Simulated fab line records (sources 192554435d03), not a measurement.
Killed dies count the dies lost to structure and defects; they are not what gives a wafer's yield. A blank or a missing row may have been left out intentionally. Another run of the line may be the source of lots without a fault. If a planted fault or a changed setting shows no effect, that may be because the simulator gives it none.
Comparing a struck lot with a sound one / flow n5Finfet / 35 steps out of a route of 1938
Sound: these wafers, L663.2, L663.3, L663.6. Struck: wafers L669.3, L669.4 (left out: L669.6, a lot-mate that was not struck); the cause follows at the end.
For every step that has rows: the tool of each side, followed by ch and its chambers, followed by its first start. Under that, the readings that differ: sound wafers / struck wafers / difference of the means / sigmas: that difference in standard deviations of wafers without a fault.
alike: a reading whose means differ by less than 2 such deviations, as well as words and numbers matching on both sides. not compared: withheld readings; readings where some wafer has no value; bounds like >300 that might hide an equal value; numbers whose values overlap and for which the record gives no deviation.
Wherever a step has rows on one side only, a row that says differs or no value, or a row with sigmas, the two part there. When numbers do not overlap yet have no deviation, they are printed without sigmas and do not part them. A reading that every wafer of one side lacks parts them only if that side has two wafers or more.

first, 9 steps without rows for these wafers: N5_BEOL_M4_ILD_DEP_00 (deposits SiOC from DEMS/O2, target thk 79 nm, time 15.3 s); N5_BEOL_M4_PECVD_72 (deposits SiO2 from TEOS/O2, target thk 16 nm, time 18 s); N5_BEOL_M4_HM_DEP_02 (deposits TiN, target thk 20 nm); N5_BEOL_M4_COAT_61 (time 60 s, resist thk 60 nm); N5_BEOL_M4_COAT_62 (time 60 s, resist thk 12 nm); N5_BEOL_M4_COAT_73 (time 60 s, resist thk 5 nm); N5_BEOL_M4_COAT_05 (resist thk 30 nm); N5_BEOL_M4_EBR_07; N5_BEOL_M4_SOFTBAKE_06 (time 60 s).
N5_BEOL_M4_EXPOSE_08: exposes mask M4.
  sound on euvScanner-02 ch 0, day 9 20:33; struck on euvScanner-02 ch 0, day 11 06:20
  alike: mask
then, 2 steps without rows for these wafers: N5_BEOL_M4_PEB_09 (peb time 60 s); N5_BEOL_M4_DEVELOP_10 (develop time 30 s).
N5_BEOL_M4_CD_MEAS_11 targets a cd of 16.79 nm.
  sound on cdSem-03 ch 0, day 9 20:41; struck on cdSem-03 ch 0, day 11 06:27
reading=cdNm (nm); sound=16.80 16.78 16.93; struck=16.06 16.02; difference=-0.80; sigmas=-3
then, 1 step without rows for these wafers: N5_BEOL_M4_DESCUM_16 (chemistry O2, time 7 s).
N5_BEOL_M4_ETCH_74: etches underlayer in N2/H2, target depth 6.5 nm, time 5.2 s.
  sound on rieDiel-03 ch 0,1,2, day 9 20:50; struck on rieDiel-05 ch 3, day 11 06:53
reading=n2FlowSccm (sccm); sound=201.9 201.3 200.0; struck=199.5 199.7; difference=-1.5; sigmas=-2
reading=model.BEOL_M4.cdOffsetNm (nm); sound=0 0.2 0.4; struck=-0.8 -0.6; difference=-0.9; sigmas=
  alike: chamberPressureMTorr, drypumpMotorCurrentA, etchRfOnTimeS, oesProductAu, rfVppV, showerheadPlenumPTorr, throttleValvePct
  not compared: rfHoursCounterH
then, 5 steps without rows for these wafers: N5_BEOL_M4_ETCH_63 (etches SiARC in CF4, target depth 15.6 nm, time 26 s); N5_BEOL_M4_ETCH_64 (etches SOC in N2/H2, target depth 75 nm, overetch 22.5 nm, time 121.9 s); N5_BEOL_M4_STRIP_65 (strips in N2/H2); N5_BEOL_M4_STRIP_75 (strips in N2/H2); N5_BEOL_M4_STRIP_66 (strips in CF4).
N5_BEOL_M4_HM_OPEN_17: chemistry Cl2/BCl3, target TiN, target depth 20 nm, overetch 6 nm.
  sound on rieMetal-02 ch 0, day 9 21:05; struck on rieMetal-02 ch 0,1, day 11 07:08
reading=oesProductAu (a.u.); sound=0.52 0.52 0.52; struck=0.81 0.82; difference=+0.29; sigmas=+3
reading=model.BEOL_M4.cdOffsetNm (nm); sound=0.6 0.6 0.4; struck=-0.8 -1; difference=-1.4; sigmas=
  alike: chamberPressureMTorr, drypumpMotorCurrentA, throttleValvePct
then, 12 steps without rows for these wafers: N5_BEOL_M4_STRIP_19 (strips in O2); N5_BEOL_M4_COAT_67 (time 60 s, resist thk 60 nm); N5_BEOL_M4_COAT_68 (time 60 s, resist thk 12 nm); N5_BEOL_M4_COAT_76 (time 60 s, resist thk 5 nm); N5_BEOL_M4_COAT_22 (resist thk 30 nm); N5_BEOL_M4_EBR_24; N5_BEOL_M4_SOFTBAKE_23 (time 60 s); N5_BEOL_M4_EXPOSE_25 (exposes mask V3, defocus 5 nm); N5_BEOL_M4_PEB_26 (peb time 60 s); N5_BEOL_M4_DEVELOP_27 (develop time 30 s); N5_BEOL_M4_DESCUM_33 (chemistry O2, time 7 s); N5_BEOL_M4_ETCH_77 (etches underlayer in N2/H2, target depth 6.5 nm, time 5.2 s).
N5_BEOL_M4_RC_MEAS_101:
  the record has rows for the sound wafers here (prober-01 ch 0, day 10 06:04) and none for the struck ones
-- a jump in the record: the struck wafers' starts before and after are 6 days apart (it breaks off in module BEOL_M4 and resumes in module PASSIVATION, where the first step shown is number 1936 of the route) --
N5_PASSIVATION_PROBE_49:
  only the struck wafers here have rows in the record (prober-01, day 17 02:46); the sound ones have none

## WHERE THEY PART
First at N5_BEOL_M4_CD_MEAS_11; last, within this record, at N5_PASSIVATION_PROBE_49.

WHY: whatever the simulator had introduced
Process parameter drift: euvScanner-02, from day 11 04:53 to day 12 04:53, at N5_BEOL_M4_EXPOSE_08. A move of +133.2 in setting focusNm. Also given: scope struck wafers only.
